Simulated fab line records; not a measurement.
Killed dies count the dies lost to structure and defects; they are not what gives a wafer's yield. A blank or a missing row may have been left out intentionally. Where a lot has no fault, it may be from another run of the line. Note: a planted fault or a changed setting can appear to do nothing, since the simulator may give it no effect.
fab line records	flow n5_finfet
[record] lots = 7	wafers = 39
route steps=1938 shown ZERO_LAYER@4 FIN_SAQP@120 SD_EPI_N@288 HKMG_FIN@403 MOL_CONTACT_COAG@608 BEOL_M1@751 BEOL_M3@994 BEOL_M5@1183 BEOL_M6@1239 BEOL_M10@1470 BEOL_M12@1650 BEOL_M13@1706 BEOL_M15@1821 PASSIVATION@1936
start_h: hours from the record's first day to the start of the lot's first wafer shown	wait_h: how many hours have passed since the lot's step before this one	" repeats the value in the row above	L1.1+2: several wafers, shown together as one row	- either no value or no given start	* or withheld: withheld	< > ~ a bound
route shown NAME@n: names a module that has steps shown in the file, with the first one's number in the route	usual: average and standard deviation across the fault-free wafers	same: alike in all rows	chamber/n: place in a boat	sites: the reading at each site	_std_site: the standard deviation of these	_edge_site: inner sites' mean taken away from outer sites' mean	radius_mm: for every site, how far away it sits from the centre of the wafer	mask NAME#n: copy n	behind: the tool/chamber that last shaped the wafer	hold: what put the lot on hold/how long, in hours/how the hold closed	device: the n, p or np transistor that did not switch	end of line: the route-end tests of the same wafers	a step with no rows: only its recipe	killed: count of dies lost to structure and defects at first sort (not the wafer's yield)	map: dies across one wafer; x = killed, . = not, _ = none there
set.NAME: the run value of the setting; set.NAME@STEP: its run value at that earlier step	model.NAME: the simulator's own value behind a step, which no gauge read
lots where settings were altered on purpose, with a table for each step and a row for each wafer
[[steps]]
[step N5_ZERO_LAYER_PECVD_02]
[recipe] material = SiO2	target_thk_a = 100	temp_c = 400	precursor = SiH4/N2O	pressure_torr = 0.75	rf_w = 275	time_s = 6
[step N5_FIN_SAQP_MANDREL_ETCH_22]
[recipe] target_depth_a = 600	chemistry = HBr/Cl2	target = a-Si	stop_on = SiNx	bt_time_s = 10	over_etch_frac = 0.5	time_s = 30	pressure_mtorr = 10	icp_w = 800	bias_w = 75	HBr_flow_sccm = 150	Cl2_flow_sccm = 80	ends = end_point
[step N5_SD_EPI_N_EPI_21]
[recipe] material = Si:P	dopant = P	temp_c = 680	pressure_torr = 255	time_s = 690
[step N5_HKMG_FIN_ETCH_55]
[recipe] chemistry = N2/H2	target = SOC	target_depth_a = 2400	temp_c = 40	time_s = 300	ion_energy_ev = 200	mask_material = SiARC	pressure_mtorr = 30	source_w = 840	bias_w = 150	n2_flow_sccm = 200	h2_flow_sccm = 200
[step N5_MOL_CONTACT_COAG_ALD_133]
[recipe] material = SiO2	target_thk_a = 50	temp_c = 100	ald_precursor_family = BDEAS	ald_co_reactant = O2-plasma	pulse_time_s = 1	co_reactant_pulse_time_s = 1	purge_time_s = 2	co_reactant_purge_time_s = 2	ald_cycles = 35	pressure_torr = 2
[step N5_BEOL_M1_ILD_DEP_00]
[recipe] material = SiOC	target_thk_a = 790	temp_c = 350	precursor = DEMS/O2	pressure_torr = 5	rf_w = 500	time_s = 15.3
[step N5_BEOL_M1_SPUTTER_81]
[recipe] material = Cu	target_thk_a = 45	temp_c = -20	chamber_pressure_pa = 0.07	power_w = withheld	time_s = 8.29
[step N5_BEOL_M3_SPUTTER_48]
[step N5_BEOL_M5_SPUTTER_90]
[step N5_BEOL_M6_TRENCH_ETCH_37]
[recipe] chemistry = C4F6/O2	target_depth_a = 944.35	target = SiCOH_lowk	time_s = 31.5	ion_energy_ev = 250	pressure_mtorr = 30	source_w = 345	bias_w = 185	Ar_flow_sccm = 300	C4F6_flow_sccm = 10	O2_flow_sccm = 10
[step N5_BEOL_M10_ILD_DEP_00]
[recipe] material = SiCOH_lowk	target_thk_a = 3085.1	temp_c = 300	precursor = DEMS/porogen	pressure_torr = 5	rf_w = 500	time_s = 58
[step N5_BEOL_M12_SPUTTER_45]
[recipe] material = Cu	target_thk_a = 800	temp_c = -20	bias_v = 60	power_w = 26000	chamber_pressure_pa = 0.13	time_s = 13.33
[step N5_BEOL_M13_SPUTTER_44]
[recipe] material = Ta	target_thk_a = 100	temp_c = 50	bias_v = 80	power_w = 15000	chamber_pressure_pa = 0.07	time_s = 16.13
[step N5_BEOL_M15_SPUTTER_45]
[recipe] material = Cu	target_thk_a = 1000	temp_c = -20	bias_v = 60	power_w = 26000	chamber_pressure_pa = 0.13	time_s = 16.67
[step N5_PASSIVATION_PROBE_49]
[usual] killed_at_contacts = 11/5.6	killed_at_front_end = 36/12	sort_bin_5_function = 4.8/1	sort_bin_6_memory = 3.1/0.64
lot.wafer	tool	chamber	start_h	wait_h	set.time_s@ZERO_LAYER_PECVD_02	set.target_depth_a@FIN_SAQP_MANDREL_ETCH_22	set.epi_growth_time_s@SD_EPI_N_EPI_21	set.time_s@HKMG_FIN_ETCH_55	set.ald_cycles@MOL_CONTACT_COAG_ALD_133	set.time_s@BEOL_M1_ILD_DEP_00	set.time_s@BEOL_M1_SPUTTER_81	set.target_thk_a@BEOL_M3_SPUTTER_48	set.target_thk_a@BEOL_M5_SPUTTER_90	set.target_depth_a@BEOL_M6_TRENCH_ETCH_37	set.target_thk_a@BEOL_M10_ILD_DEP_00	set.time_s@BEOL_M12_SPUTTER_45	set.target_thk_a@BEOL_M13_SPUTTER_44	set.time_s@BEOL_M15_SPUTTER_45	killed_at_contacts	killed_at_front_end	sort_bin_5_function[%]	sort_bin_6_memory[%]
L074.1	prober-02	-	266.92	0.0	6	600	690	300	35	15.3	5.503	34.02	45	1229	3085.1	6.445	78.59	16.67	11	35	9.8	6.3
L074.2	prober-02	-	266.97	0.1	6	600	477	186.5	35	15.3	5.503	45	45	1229	3085.1	13.33	78.59	23.75	16	14	4.2	2.4
L074.3	prober-02	-	267.02	0.1	6	600	690	186.5	35	15.3	5.503	45	45	944.35	3085.1	13.33	100	16.67	23	24	5.3	2.9
L074.4	prober-02	-	267.07	0.2	6	600	690	300	35	15.3	8.29	34.02	45	944.35	3085.1	13.33	78.59	23.75	15	28	3.6	3.2
L074.5	prober-02	-	267.12	0.2	6	600	477	186.5	35	15.3	8.29	34.02	45	944.35	3085.1	6.445	100	23.75	12	32	12.2	6.0
L074.6	prober-02	-	267.17	0.3	6	600	477	300	35	15.3	8.29	45	45	1229	3085.1	6.445	100	16.67	7	23	9.8	6.3
L075.1	prober-02	-	277.14	0.0	6	497	690	300	35	15.3	8.29	19.81	19.12	575.8	1775	10.15	100	16.67	6	27	5.0	2.8
L075.2	prober-02	-	277.19	0.1	6	600	899.5	475.9	35	15.3	11.73	19.81	45	944.35	3085.1	10.15	100	16.67	7	35	4.5	3.8
L075.3	prober-02	-	277.24	0.1	6	600	899.5	300	35	7.113	8.29	45	45	944.35	3085.1	13.33	100	16.67	6	22	2.6	2.5
L075.4	prober-02	-	277.29	0.2	6	497	690	475.9	35	7.113	8.29	45	19.12	575.8	3085.1	10.15	100	16.67	5	36	4.7	2.5
L075.5	prober-02	-	277.34	0.2	6	497	899.5	475.9	35	7.113	11.73	19.81	45	575.8	1775	13.33	100	16.67	7	23	4.1	2.4
L075.6	prober-02	-	277.39	0.3	6	600	690	300	35	15.3	11.73	45	19.12	944.35	1775	13.33	100	16.67	9	27	4.0	3.6
L076.1	prober-01	-	279.20	0.0	7.908	329.8	690	357.1	41	9.997	8.29	33.5	45	944.35	2200	5.63	100	16.67	6	962	90.9	8.3
L076.2	prober-01	-	279.25	0.1	6	329.8	283.6	300	35	15.3	8.29	33.5	45	944.35	3085.1	13.33	62.57	12.79	8	1120	96.5	3.1
L076.3	prober-01	-	279.30	0.1	7.908	600	283.6	357.1	35	9.997	8.29	45	45	944.35	3085.1	13.33	62.57	16.67	13	57	89.7	4.2
L076.4	prober-01	-	279.35	0.2	6	600	690	357.1	41	15.3	8.29	45	25.96	944.35	3085.1	5.63	100	16.67	27	30	13.9	7.3
L076.5	prober-01	-	279.40	0.2	7.908	600	690	300	35	15.3	8.29	33.5	25.96	944.35	2200	13.33	100	12.79	7	38	5.1	3.1
L076.6	prober-01	-	279.45	0.3	6	329.8	283.6	300	41	9.997	8.29	45	25.96	944.35	2200	5.63	62.57	12.79	10	955	91.8	8.2
L077.1	prober-01	-	286.10	0.0	6	755.4	690	300	35	15.3	8.29	68.74	45	799.9	2474	13.33	100	16.67	17	38	4.9	3.3
L077.2	prober-01	-	286.15	0.1	4.166	755.4	371.7	172.5	35	23.21	12.84	68.74	45	799.9	2474	5.667	40.53	16.67	7	26	91.9	7.9
L077.3	prober-01	-	286.20	0.1	6	600	690	172.5	35	15.3	12.84	45	31.13	799.9	3085.1	13.33	100	19.38	3	32	5.3	2.8
L077.4	prober-01	-	286.25	0.2	4.166	755.4	371.7	300	35	15.3	8.29	45	31.13	944.35	2474	13.33	40.53	19.38	13	31	6.7	4.0
L077.5	prober-01	-	286.30	0.2	4.166	600	690	300	35	23.21	12.84	45	45	944.35	3085.1	5.667	40.53	19.38	15	27	92.4	7.2
L077.6	prober-01	-	286.35	0.3	6	600	371.7	172.5	35	23.21	8.29	68.74	31.13	944.35	3085.1	5.667	100	16.67	3	40	91.2	8.2
L088.1	prober-02	-	355.35	0.0	7.495	600	690	444.8	23	7.952	8.29	45	38.05	944.35	4084	13.33	100	21.31	976	37	4.6	3.5
L088.2	prober-02	-	355.40	0.1	6	600	690	300	35	15.3	8.29	45	45	944.35	3085.1	13.33	100	16.67	12	36	6.2	2.8
L088.3	prober-02	-	355.45	0.1	7.495	600	971.6	300	23	15.3	8.29	22.09	38.05	390	4084	13.33	100	16.67	967	48	14.5	2.5
L088.4	prober-02	-	355.50	0.2	7.495	600	971.6	300	35	7.952	8.29	45	38.05	390	3085.1	13.33	100	16.67	0	29	4.0	2.7
L088.5	prober-02	-	355.55	0.2	6	600	971.6	444.8	23	7.952	8.29	22.09	45	390	4084	13.33	100	21.31	971	43	4.2	2.8
L088.6	prober-02	-	355.60	0.3	6	600	690	444.8	35	15.3	8.29	22.09	45	944.35	3085.1	13.33	100	21.31	3	28	3.6	2.9
L090.1	prober-01	-	370.17	0.0	6	600	690	300	14	9.248	8.29	29.69	45	944.35	3085.1	13.33	100	16.67	1112	29	3.7	3.1
L090.2	prober-01	-	370.22	0.1	7.537	369.2	690	300	35	9.248	8.29	45	27.94	944.35	1371	8.015	100	16.67	17	843	82.9	6.4
L090.3	prober-01	-	370.27	0.1	7.537	600	457	300	14	15.3	8.29	45	27.94	944.35	3085.1	13.33	129.7	16.67	1103	30	4.6	2.6
L090.4	prober-01	-	370.32	0.2	7.537	600	457	300	35	9.248	8.29	45	45	944.35	1371	8.015	129.7	16.67	21	34	17.7	5.4
L090.5	prober-01	-	370.37	0.2	6	369.2	690	300	14	15.3	8.29	29.69	45	944.35	1371	13.33	129.7	16.67	14	1098	95.4	4.1
L090.6	prober-01	-	370.42	0.3	6	369.2	457	300	35	15.3	8.29	29.69	27.94	944.35	3085.1	8.015	100	16.67	10	1088	95.0	4.9
L092.4	prober-01	-	374.10	0.2	6	600	690	300	35	15.3	8.29	45	45	944.35	3085.1	13.33	100	16.67	12	41	3.3	3.1
L092.5	prober-01	-	374.15	0.2	6	600	690	300	35	15.3	8.29	45	45	944.35	3085.1	13.33	100	16.67	5	45	3.1	2.6
L092.6	prober-01	-	374.20	0.3	6	600	690	300	35	15.3	8.29	45	45	944.35	3085.1	13.33	100	16.67	10	33	5.3	2.8
// killed by level:class
L074.1 BEOL_M12:interface_void_opened=114 FIN_SAQP:geometric_particle:open=14 FIN_SAQP:geometric_particle:short=11 BEOL_M4:geometric_particle:open=10 MOL_CONTACT_COAG:geometric_particle:open=8 MOL_CONTACT_COAG:geometric_particle:short=3 MIM_TOP:geometric_particle:short=3 STARTING-WAFER:geometric_particle:short=3
L074.2 BEOL_M3:geometric_particle:open=12 MOL_CONTACT_COAG:geometric_particle:open=11 BEOL_M4:geometric_particle:open=6 BEOL_M1:geometric_particle:open=6 MOL_CONTACT_COAG:geometric_particle:short=5 BEOL_M0_SAQP:geometric_particle:open=5 FIN_SAQP:geometric_particle:open=4 BEOL_M2:geometric_particle:open=4
L074.3 MOL_CONTACT_COAG:geometric_particle:open=18 BEOL_M0_SAQP:geometric_particle:short=10 BEOL_M4:geometric_particle:open=9 FIN_SAQP:geometric_particle:open=8 BEOL_M0_SAQP:geometric_particle:open=8 MOL_CONTACT_COAG:geometric_particle:short=5 STI_FIN_REVEAL:geometric_particle:open=3 BEOL_M1:geometric_particle:open=3
L074.4 MOL_CONTACT_COAG:geometric_particle:open=13 BEOL_M3:geometric_particle:open=6 FIN_SAQP:geometric_particle:open=5 FIN_SAQP:geometric_particle:short=5 STI_FIN_REVEAL:geometric_particle:open=4 BEOL_M0_SAQP:geometric_particle:short=4 BEOL_M0:geometric_particle:open=4 GATE_CUT:geometric_particle:open=3
L074.5 BEOL_M12:interface_void_opened=124 FIN_SAQP:geometric_particle:open=12 MOL_CONTACT_COAG:geometric_particle:open=10 BEOL_M0_SAQP:geometric_particle:short=9 BEOL_M4:geometric_particle:open=8 BEOL_M0_SAQP:geometric_particle:open=7 BEOL_M1:geometric_particle:open=4 BEOL_M3:geometric_particle:open=4
L074.6 BEOL_M12:interface_void_opened=121 BEOL_M3:geometric_particle:open=7 MOL_CONTACT_COAG:geometric_particle:open=6 FIN_SAQP:geometric_particle:open=5 BEOL_M1:geometric_particle:open=5 BEOL_M4:geometric_particle:open=5 FIN_SAQP:geometric_particle:short=4 BEOL_M0:geometric_particle:open=4
L075.1 BEOL_M10:area_dep=882 BEOL_M6:area_ecd=158 BEOL_M1:geometric_particle:open=10 BEOL_M0_SAQP:geometric_particle:short=7 GATE_CUT:geometric_particle:short=6 BEOL_M0_SAQP:geometric_particle:open=6 BEOL_M12:interface_void_opened=6 FIN_SAQP:geometric_particle:short=5
L075.2 BEOL_M2:geometric_particle:open=9 GATE_CUT:geometric_particle:short=8 BEOL_M12:interface_void_opened=8 GATE_CUT:geometric_particle:open=6 MOL_CONTACT_COAG:geometric_particle:open=6 DUMMY_GATE:geometric_particle:open=5 BEOL_M0_SAQP:geometric_particle:open=5 BEOL_M3:interface_void_opened=5
L075.3 BEOL_M1:area_dep=1117 BEOL_M4:geometric_particle:open=9 BEOL_M1:geometric_particle:open=7 GATE_CUT:geometric_particle:short=6 MOL_CONTACT_COAG:geometric_particle:open=6 BEOL_M2:geometric_particle:open=6 STARTING-WAFER:geometric_particle:short=4 STI_FIN_REVEAL:geometric_particle:open=3
L075.4 BEOL_M1:area_dep=1079 HKMG_FIN:area_etch=15 BEOL_M0_SAQP:geometric_particle:short=11 BEOL_M2:geometric_particle:open=9 BEOL_M1:geometric_particle:open=8 BEOL_M12:interface_void_opened=8 ILD0:geometric_particle:open=5 GATE_CUT:geometric_particle:short=5
L075.5 BEOL_M1:area_dep=1099 BEOL_M4:geometric_particle:open=10 GATE_CUT:geometric_particle:short=8 BEOL_M3:geometric_particle:open=8 MOL_CONTACT_COAG:geometric_particle:open=7 BEOL_M3:interface_void_opened=6 BEOL_M0_SAQP:geometric_particle:open=4 BEOL_M1:geometric_particle:open=4
L075.6 BEOL_M10:area_dep=1021 BEOL_M1:geometric_particle:open=17 BEOL_M0_SAQP:geometric_particle:short=11 GATE_CUT:geometric_particle:short=6 MOL_CONTACT_COAG:geometric_particle:open=6 BEOL_M2:geometric_particle:open=6 BEOL_M4:geometric_particle:open=5 FIN_SAQP:geometric_particle:open=4
L076.1 FIN_SAQP:area_etch=916 BEOL_M12:interface_void_opened=167 FIN_SAQP:geometric_particle:open=9 BEOL_M4:geometric_particle:open=8 DUMMY_GATE:geometric_particle:open=6 MOL_CONTACT_COAG:geometric_particle:open=6 BEOL_M0_SAQP:geometric_particle:open=6 BEOL_M3:geometric_particle:open=6
L076.2 FIN_SAQP:area_etch=1092 BEOL_M3:geometric_particle:open=10 FIN_SAQP:geometric_particle:open=9 BEOL_M0_SAQP:geometric_particle:short=7 BEOL_M15:interface_void_opened=6 GATE_CUT:geometric_particle:open=5 MOL_CONTACT_COAG:geometric_particle:open=5 DUMMY_GATE:geometric_particle:open=3
L076.3 BEOL_M1:area_ecd=1000 BEOL_M1:area_dep=66 FIN_SAQP:geometric_particle:open=20 MOL_CONTACT_COAG:geometric_particle:open=10 BEOL_M3:geometric_particle:open=9 FIN_SAQP:geometric_particle:short=7 GATE_CUT:geometric_particle:short=6 BEOL_M0_SAQP:geometric_particle:open=6
L076.4 BEOL_M12:interface_void_opened=154 MOL_CONTACT_COAG:area_ald=17 FIN_SAQP:geometric_particle:open=8 MOL_CONTACT_COAG:geometric_particle:open=8 BEOL_M0_SAQP:geometric_particle:short=8 BEOL_M2:geometric_particle:open=5 BEOL_M7:geometric_particle:open=5 FIN_SAQP:geometric_particle:short=4
L076.5 FIN_SAQP:geometric_particle:short=16 BEOL_M0_SAQP:geometric_particle:short=11 BEOL_M3:geometric_particle:open=11 BEOL_M0_SAQP:geometric_particle:open=10 FIN_SAQP:geometric_particle:open=6 BEOL_M15:interface_void_opened=6 DUMMY_GATE:geometric_particle:open=4 MOL_CONTACT_COAG:geometric_particle:open=4
L076.6 FIN_SAQP:area_etch=921 BEOL_M12:interface_void_opened=172 BEOL_M3:geometric_particle:open=15 MOL_CONTACT_COAG:geometric_particle:open=8 DUMMY_GATE:geometric_particle:open=7 FIN_SAQP:geometric_particle:open=6 FIN_SAQP:geometric_particle:short=4 STI_FIN_REVEAL:geometric_particle:open=4
L077.1 MOL_CONTACT_COAG:geometric_particle:open=17 BEOL_M3:geometric_particle:open=14 HKMG_FIN:area_etch=14 BEOL_M0_SAQP:geometric_particle:open=9 BEOL_M0_SAQP:geometric_particle:short=9 STI_FIN_REVEAL:geometric_particle:open=5 STARTING-WAFER:geometric_particle:short=4 BEOL_M1:geometric_particle:open=4
L077.2 BEOL_M1:area_etch=928 BEOL_M12:interface_void_opened=163 BEOL_M0_SAQP:geometric_particle:short=13 FIN_SAQP:geometric_particle:open=11 BEOL_M0_SAQP:geometric_particle:open=11 MOL_CONTACT_COAG:geometric_particle:open=5 BEOL_M4:geometric_particle:open=5 BEOL_M3:geometric_particle:open=5
L077.3 FIN_SAQP:geometric_particle:open=12 BEOL_M0_SAQP:geometric_particle:short=11 BEOL_M0_SAQP:geometric_particle:open=10 BEOL_M4:geometric_particle:open=9 FIN_SAQP:geometric_particle:short=5 BEOL_M2:geometric_particle:open=5 DUMMY_GATE:geometric_particle:open=4 BEOL_M1:geometric_particle:open=4
L077.4 BEOL_M0_SAQP:geometric_particle:open=20 BEOL_M4:geometric_particle:open=16 BEOL_M3:geometric_particle:open=14 FIN_SAQP:geometric_particle:open=13 BEOL_M0_SAQP:geometric_particle:short=12 MOL_CONTACT_COAG:geometric_particle:open=8 STI_FIN_REVEAL:geometric_particle:open=7 MOL_CONTACT_COAG:geometric_particle:short=5
L077.5 BEOL_M1:area_etch=928 BEOL_M12:interface_void_opened=175 MOL_CONTACT_COAG:geometric_particle:open=11 BEOL_M3:geometric_particle:open=8 BEOL_M4:geometric_particle:open=8 FIN_SAQP:geometric_particle:open=7 STARTING-WAFER:geometric_particle:short=5 GATE_CUT:geometric_particle:short=4
L077.6 BEOL_M1:area_etch=921 BEOL_M12:interface_void_opened=159 FIN_SAQP:geometric_particle:open=12 FIN_SAQP:geometric_particle:short=8 BEOL_M4:geometric_particle:open=8 BEOL_M0_SAQP:geometric_particle:short=7 BEOL_M0_SAQP:geometric_particle:open=7 BEOL_M3:geometric_particle:open=6
L088.1 MOL_CONTACT_COAG:area_ald=971 BEOL_M1:area_dep=110 BEOL_M0_SAQP:geometric_particle:short=14 STI_FIN_REVEAL:geometric_particle:open=9 BEOL_M0_SAQP:geometric_particle:open=9 STARTING-WAFER:geometric_particle:open=7 DUMMY_GATE:geometric_particle:short=5 BEOL_M8:geometric_particle:open=4
L088.2 STI_FIN_REVEAL:geometric_particle:open=16 MOL_CONTACT_COAG:geometric_particle:open=11 BEOL_M0_SAQP:geometric_particle:short=10 BEOL_M3:geometric_particle:open=7 BEOL_M6:geometric_particle:open=6 BEOL_M0_SAQP:geometric_particle:open=6 BEOL_M2:geometric_particle:open=6 BEOL_M0:geometric_particle:short=5
L088.3 MOL_CONTACT_COAG:area_ald=963 BEOL_M6:area_ecd=125 HKMG_FIN:area_etch=14 STI_FIN_REVEAL:geometric_particle:open=9 BEOL_M3:geometric_particle:open=9 BEOL_M0_SAQP:geometric_particle:open=7 FIN_SAQP:geometric_particle:open=6 BEOL_M1:geometric_particle:open=5
L088.4 BEOL_M1:area_dep=1098 BEOL_M2:geometric_particle:open=10 STI_FIN_REVEAL:geometric_particle:open=6 BEOL_M0_SAQP:geometric_particle:short=6 BEOL_M0:geometric_particle:short=6 FIN_SAQP:geometric_particle:short=5 BEOL_M0_SAQP:geometric_particle:open=5 BEOL_M4:geometric_particle:open=5
L088.5 MOL_CONTACT_COAG:area_ald=966 BEOL_M1:area_dep=116 HKMG_FIN:area_etch=12 STI_FIN_REVEAL:geometric_particle:open=11 BEOL_M0_SAQP:geometric_particle:short=7 BEOL_M0_SAQP:geometric_particle:open=7 MOL_CONTACT_COAG:geometric_particle:open=5 BEOL_M0:geometric_particle:short=5
L088.6 BEOL_M3:geometric_particle:open=7 FIN_SAQP:geometric_particle:open=6 BEOL_M0_SAQP:geometric_particle:short=6 FIN_SAQP:geometric_particle:short=5 BEOL_M0:geometric_particle:open=5 BEOL_M4:geometric_particle:open=5 BEOL_M1:geometric_particle:open=4 STI_FIN_REVEAL:geometric_particle:open=3
L090.1 MOL_CONTACT_COAG:area_ald=1097 MOL_CONTACT_COAG:geometric_particle:open=12 FIN_SAQP:geometric_particle:short=7 STI_FIN_REVEAL:geometric_particle:open=6 BEOL_M4:geometric_particle:open=6 BEOL_M0_SAQP:geometric_particle:open=5 BEOL_M3:geometric_particle:open=5 BEOL_M0_SAQP:geometric_particle:short=4
L090.2 FIN_SAQP:area_etch=810 BEOL_M1:area_dep=121 BEOL_M1:area_ecd=76 BEOL_M12:interface_void_opened=51 MOL_CONTACT_COAG:geometric_particle:open=16 BEOL_M1:geometric_particle:open=11 FIN_SAQP:geometric_particle:short=10 BEOL_M3:geometric_particle:open=9
L090.3 MOL_CONTACT_COAG:area_ald=1095 FIN_SAQP:geometric_particle:short=10 FIN_SAQP:geometric_particle:open=7 BEOL_M1:geometric_particle:open=7 MOL_CONTACT_COAG:geometric_particle:open=6 BEOL_M4:geometric_particle:open=6 BEOL_M2:geometric_particle:open=5 BEOL_M0_SAQP:geometric_particle:open=4
L090.4 BEOL_M1:area_dep=906 BEOL_M1:area_ecd=114 BEOL_M12:interface_void_opened=47 MOL_CONTACT_COAG:geometric_particle:open=19 BEOL_M4:geometric_particle:open=10 FIN_SAQP:geometric_particle:short=7 BEOL_M0_SAQP:geometric_particle:open=7 FIN_SAQP:geometric_particle:open=6
L090.5 FIN_SAQP:area_etch=1060 BEOL_M1:geometric_particle:open=15 MOL_CONTACT_COAG:geometric_particle:open=12 BEOL_M0_SAQP:geometric_particle:open=11 FIN_SAQP:geometric_particle:short=9 STI_FIN_REVEAL:geometric_particle:open=9 FIN_SAQP:geometric_particle:open=6 BEOL_M0_SAQP:geometric_particle:short=6
L090.6 FIN_SAQP:area_etch=1041 BEOL_M12:interface_void_opened=43 STI_FIN_REVEAL:geometric_particle:open=11 FIN_SAQP:geometric_particle:short=10 MOL_CONTACT_COAG:geometric_particle:open=10 BEOL_M4:geometric_particle:open=8 BEOL_M1:geometric_particle:open=8 DUMMY_GATE:geometric_particle:open=6
L092.4 FIN_SAQP:geometric_particle:short=15 FIN_SAQP:geometric_particle:open=11 MOL_CONTACT_COAG:geometric_particle:open=8 BEOL_M3:geometric_particle:open=8 STI_FIN_REVEAL:geometric_particle:open=5 STARTING-WAFER:geometric_particle:open=4 MOL_CONTACT_COAG:geometric_particle:short=3 BEOL_M0_SAQP:geometric_particle:open=3
L092.5 FIN_SAQP:geometric_particle:open=11 FIN_SAQP:geometric_particle:short=10 HKMG_FIN:area_etch=8 GATE_CUT:geometric_particle:short=5 BEOL_M4:geometric_particle:short=5 MOL_CONTACT_COAG:geometric_particle:open=3 BEOL_M2:geometric_particle:open=3 SDB:geometric_particle:short=2
L092.6 BEOL_M3:geometric_particle:open=16 MOL_CONTACT_COAG:geometric_particle:open=9 BEOL_M0:geometric_particle:short=7 FIN_SAQP:geometric_particle:short=5 FIN_SAQP:geometric_particle:open=4 BEOL_M2:geometric_particle:open=4 BEOL_M6:geometric_particle:open=4 HKMG_FIN:area_etch=4
[[key]]
[split] step = N5_ZERO_LAYER_PECVD_02	setting = time_s	stated_as = 6
response none clear
[split] step = N5_FIN_SAQP_MANDREL_ETCH_22	setting = target_depth_a	stated_as = 600
[response] step = N5_PASSIVATION_PROBE_49	reading = killed_at_front_end	slope = -18.8	per = 1%	together_with = all	explained = 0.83
[response] step = N5_PASSIVATION_PROBE_49	reading = sort_bin_5_function	slope = -1.53	per = 1%	together_with = all	explained = 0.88
[split] step = N5_SD_EPI_N_EPI_21	setting = epi_growth_time_s	stated_as = 690
response none clear
[split] step = N5_HKMG_FIN_ETCH_55	setting = time_s	stated_as = 300
response none clear
[split] step = N5_MOL_CONTACT_COAG_ALD_133	setting = ald_cycles	stated_as = 35
[response] step = N5_PASSIVATION_PROBE_49	reading = killed_at_contacts	slope = -14.7	per = 1%	together_with = all	explained = 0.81
[split] step = N5_BEOL_M1_ILD_DEP_00	setting = time_s	stated_as = 15.3
response none clear
[split] step = N5_BEOL_M1_SPUTTER_81	setting = time_s	stated_as = 8.29
response none clear
[split] step = N5_BEOL_M3_SPUTTER_48	setting = target_thk_a	stated_as = 45
response none clear
[split] step = N5_BEOL_M5_SPUTTER_90	setting = target_thk_a	stated_as = 45
response none clear
[split] step = N5_BEOL_M6_TRENCH_ETCH_37	setting = target_depth_a	stated_as = 944.35
response none clear
[split] step = N5_BEOL_M10_ILD_DEP_00	setting = target_thk_a	stated_as = 3085.1
response none clear
[split] step = N5_BEOL_M12_SPUTTER_45	setting = time_s	stated_as = 13.33
[response] step = N5_PASSIVATION_PROBE_49	reading = sort_bin_6_memory	slope = -0.0717	per = 1%	together_with = all	explained = 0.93
[split] step = N5_BEOL_M13_SPUTTER_44	setting = target_thk_a	stated_as = 100
response none clear
[split] step = N5_BEOL_M15_SPUTTER_45	setting = time_s	stated_as = 16.67
response none clear
